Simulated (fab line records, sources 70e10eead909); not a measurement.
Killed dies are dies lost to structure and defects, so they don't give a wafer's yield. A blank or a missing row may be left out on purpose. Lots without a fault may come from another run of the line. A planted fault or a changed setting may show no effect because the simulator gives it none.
Which tool did it? | flow nand_harc | 11 lots, 33 wafers sampled, at 5 steps of a route of 1302

WHAT THE GAUGES READ, wafer by wafer
NHARC_A_ONON_D1_THK_MEAS_34: measures by ellipsometry.
lot  | measured     | on            | thk_nm (nm)
L589 | day 8 23:10  | film_metro-02 | 193 202 198
L588 | day 8 23:11  | film_metro-01 | 195 201 197
L592 | day 10 01:37 | film_metro-02 | 200 202 201
L593 | day 10 10:31 | film_metro-01 | 202 197 203
L596 | day 11 18:13 | film_metro-01 | 198 202 205
L597 | day 12 02:07 | film_metro-01 | 195 200 200
L598 | day 12 12:14 | film_metro-02 | 200 199 202
L606 | day 15 17:47 | film_metro-02 | 200 193 201
L609 | day 16 22:02 | film_metro-01 | 192 193 196
L610 | day 17 06:08 | film_metro-01 | 197 196 207
L611 | day 18 00:23 | film_metro-01 | 193 196 197

NHARC_END_SORT_01.
lot  | measured     | on        | killed_at_array | killed_at_other | killed_at_periphery | killed_dies | killed_open | killed_short
L596 | day 27 20:43 | prober-02 | 671 668 667     | 0 0 0           | 6 9 10              | 677 677 677 | 1 3 3       | 0 5 2
L597 | day 28 19:49 | prober-01 | 666 672 669     | 5 2 1           | 6 3 7               | 677 677 677 | 3 5 3       | 3 1 4

WHICH TOOL RAN EACH LOT (tool, then ch and the chambers of the sampled wafers, then the start)
lot  | NHARC_A_CHANNEL_HOLE_D1_ETCH_39               | NHARC_A_CHANNEL_HOLE_D1_ETCH_34    | NHARC_A_CHANNEL_HOLE_D1_ETCH_22
L589 | rie_diel-07 ch 0,1,3, day 9 06:16 or earlier  | rie_diel-07 ch 0,1,3, day 9 06:16  | har_etch-01 ch 0,1, day 9 08:06
L588 | rie_diel-06 ch 0,3, day 9 07:46 or earlier    | rie_diel-06 ch 2,3, day 9 07:46    | har_etch-02 ch 0,1, day 9 09:35
L592 | rie_diel-06 ch 0,2,3, day 10 05:01 or earlier | rie_diel-06 ch 0,2,3, day 10 05:01 | har_etch-01 ch 0,1, day 10 07:43
L593 | rie_diel-09 ch 0,1, day 10 13:57 or earlier   | rie_diel-09 ch 0,1,2, day 10 13:57 | har_etch-01 ch 0,1, day 10 15:35
L596 | rie_diel-07 ch 0,1,3, day 11 23:28 or earlier | rie_diel-07 ch 0,1,2, day 11 23:28 | har_etch-01 ch 0,1, day 12 02:02
L597 | rie_diel-09 ch 0,1,2, day 12 06:25 or earlier | rie_diel-09 ch 0,2,3, day 12 06:25 | har_etch-02 ch 0,1, day 12 10:13
L598 | rie_diel-07 ch 0,1,3, day 12 15:31 or earlier | rie_diel-07 ch 0,2,3, day 12 15:31 | har_etch-02 ch 0,1, day 12 17:14
L606 | rie_diel-07 ch 2,3, day 15 21:12 or earlier   | rie_diel-07 ch 0,2, day 15 21:12   | har_etch-02 ch 0,1, day 15 22:49
L609 | rie_diel-09 ch 0,1,2, day 17 04:17 or earlier | rie_diel-09 ch 0,2,3, day 17 04:17 | har_etch-01 ch 0,1, day 17 09:44
L610 | rie_diel-07 ch 0,1,3, day 17 13:04 or earlier | rie_diel-07 ch 0,1,2, day 17 13:04 | har_etch-02 ch 0,1, day 17 14:41
L611 | rie_diel-07 ch 0,1,3, day 18 03:49 or earlier | rie_diel-07 ch 0,3, day 18 03:49   | har_etch-01 ch 0,1, day 18 05:31
- NHARC_A_CHANNEL_HOLE_D1_ETCH_39: etches the open film in N2/H2, target depth 260 nm, time 325 s.
- NHARC_A_CHANNEL_HOLE_D1_ETCH_34: etches the open film in CF4/CHF3, target depth 154 nm, time 77 s.
- NHARC_A_CHANNEL_HOLE_D1_ETCH_22: etches the open film in C4F8/O2/Ar, time 666.7 s, target depth 1600 nm.

WHAT THE TOOLS THEMSELVES READ (means of the sampled wafers that have a number; where no wafer has one, the mark that the record gives instead)
NHARC_A_CHANNEL_HOLE_D1_ETCH_39.
lot  | tool        | bias_w (W) | chamber_pressure_mTorr (mTorr) | drypump_motor_current_A (A) | oes_product_au (a.u.) | rf_vpp_V (V) | showerhead_plenum_p_Torr (Torr) | throttle_valve_pct (%)
L589 | rie_diel-07 | 150.0      | 29.974                         | 6.2                         | 0.985                 | 433          | 2.11                            | 14.172
L588 | rie_diel-06 | 150.0      | 30.029                         | 5.4                         | 0.990                 | 432          | 2.10                            | 14.185
L592 | rie_diel-06 | 149.9      | 29.999                         | 5.5                         | 0.996                 | 430          | 1.99                            | 14.167
L593 | rie_diel-09 | 149.5      | 30.025                         | 5.7                         | 1.008                 | 432          | 2.13                            | 14.172
L596 | rie_diel-07 | 150.1      | 29.972                         | 6.3                         | 0.991                 | 432          | 2.11                            | 14.178
L597 | rie_diel-09 | 149.5      | 29.985                         | 5.6                         | 1.005                 | 430          | 2.04                            | 14.170
L598 | rie_diel-07 | 150.2      | 30.024                         | 6.2                         | 1.000                 | 432          | 2.11                            | 14.176
L606 | rie_diel-07 | 150.0      | 29.977                         | 6.0                         | 0.996                 | 430          | 2.02                            | 14.169
L609 | rie_diel-09 | 149.9      | 30.013                         | 5.6                         | 1.014                 | 430          | 2.03                            | 14.176
L610 | rie_diel-07 | 149.6      | 30.007                         | 6.2                         | 0.990                 | 432          | 2.10                            | 14.170
L611 | rie_diel-07 | 149.7      | 29.973                         | 6.2                         | 1.005                 | 433          | 2.10                            | 14.169

NHARC_A_CHANNEL_HOLE_D1_ETCH_34.
lot  | tool        | bias_w (W) | cf4_flow_sccm (sccm) | chamber_pressure_mTorr (mTorr) | drypump_motor_current_A (A) | oes_product_au (a.u.) | rf_vpp_V (V) | showerhead_plenum_p_Torr (Torr) | throttle_valve_pct (%)
L589 | rie_diel-07 | 200.2      | 100.1                | 25.001                         | 6.2                         | 0.953                 | 373.0        | 1.62                            | 16.799
L588 | rie_diel-06 | 199.4      | 99.9                 | 25.001                         | 5.6                         | 0.986                 | 367.4        | 1.47                            | 16.808
L592 | rie_diel-06 | 199.6      | 100.0                | 25.005                         | 5.5                         | 0.969                 | 368.9        | 1.54                            | 16.797
L593 | rie_diel-09 | 200.1      | 99.8                 | 25.000                         | 5.6                         | 0.967                 | 371.6        | 1.58                            | 16.808
L596 | rie_diel-07 | -          | -                    | -                              | -                           | -                     | -            | -                               | -
L597 | rie_diel-09 | -          | -                    | -                              | -                           | -                     | -            | -                               | -
L598 | rie_diel-07 | 200.0      | 99.9                 | 24.993                         | 6.0                         | 0.972                 | 371.2        | 1.58                            | 16.796
L606 | rie_diel-07 | 200.1      | 99.9                 | 25.026                         | 6.0                         | 0.939                 | 372.1        | 1.60                            | 16.801
L609 | rie_diel-09 | 200.0      | 99.9                 | 24.998                         | 5.4                         | 0.929                 | 371.2        | 1.59                            | 16.805
L610 | rie_diel-07 | 199.7      | 100.1                | 25.000                         | 6.1                         | 0.971                 | 370.0        | 1.57                            | 16.799
L611 | rie_diel-07 | 199.8      | 100.0                | 24.989                         | 6.1                         | 0.923                 | 372.9        | 1.62                            | 16.798

NHARC_A_CHANNEL_HOLE_D1_ETCH_22.
lot  | tool        | c4f8_flow_sccm (sccm) | chamber_pressure_mTorr (mTorr) | drypump_motor_current_A (A) | showerhead_plenum_p_Torr (Torr) | throttle_valve_pct (%)
L589 | har_etch-01 | 89.24                 | 20.011                         | 5.3                         | 3.57                            | 32.164
L588 | har_etch-02 | 89.59                 | 20.006                         | 5.2                         | 3.67                            | 32.151
L592 | har_etch-01 | 89.36                 | 20.005                         | 5.3                         | 3.56                            | 32.159
L593 | har_etch-01 | 89.61                 | 20.012                         | 5.3                         | 3.55                            | 32.151
L596 | har_etch-01 | 89.54                 | 19.988                         | 5.0                         | 3.59                            | 32.143
L597 | har_etch-02 | 89.48                 | 20.001                         | 5.5                         | 3.70                            | 32.169
L598 | har_etch-02 | 89.49                 | 19.981                         | 5.2                         | 3.65                            | 32.148
L606 | har_etch-02 | 89.42                 | 19.979                         | 5.5                         | 3.67                            | 32.154
L609 | har_etch-01 | 89.20                 | 19.990                         | 5.3                         | 3.50                            | 32.150
L610 | har_etch-02 | 89.19                 | 19.999                         | 5.2                         | 3.85                            | 32.157
L611 | har_etch-01 | 88.72                 | 19.999                         | 5.0                         | 3.55                            | 32.152

THE ANSWER, worked out from the rows above alone
Rule: what is usual is taken from the lots themselves. Put in order of their means at a reading, lots are off if they are a third of the lots or fewer, leave a main group of 4 or more, and stand apart from it by a gap of 3 or more times the standard deviation of the main group's means; of several such gaps the widest counts. A main group whose means are all the same, to the digits that the tables above print for the reading, isn't used. A lot without any number at a reading at which 4 lots or more have one is off too. The other lots that the step has rows for count as sound. The gauges are gone through in route order, then the tools' own readings, and for those a lot's mean is taken as printed above. The first step at which some lot is off is used, and at that step the reading that is off furthest; a lot without a number counts as furthest.
Off: L596, L597, at NHARC_A_CHANNEL_HOLE_D1_ETCH_34 (bias_w). Without a number there: L596, L597. The main group: mean 199.9 W, standard deviation 0.25.
A tool fits if, at that step or a process step before it, it ran every lot that is off, and no sound lot after the first of them. NHARC_A_CHANNEL_HOLE_D1_ETCH_39 gives no start for some lots, so the hours and the order of its lots are those of NHARC_A_CHANNEL_HOLE_D1_ETCH_34. None of those tried fits.

WHAT THE SIMULATOR HAD PUT IN
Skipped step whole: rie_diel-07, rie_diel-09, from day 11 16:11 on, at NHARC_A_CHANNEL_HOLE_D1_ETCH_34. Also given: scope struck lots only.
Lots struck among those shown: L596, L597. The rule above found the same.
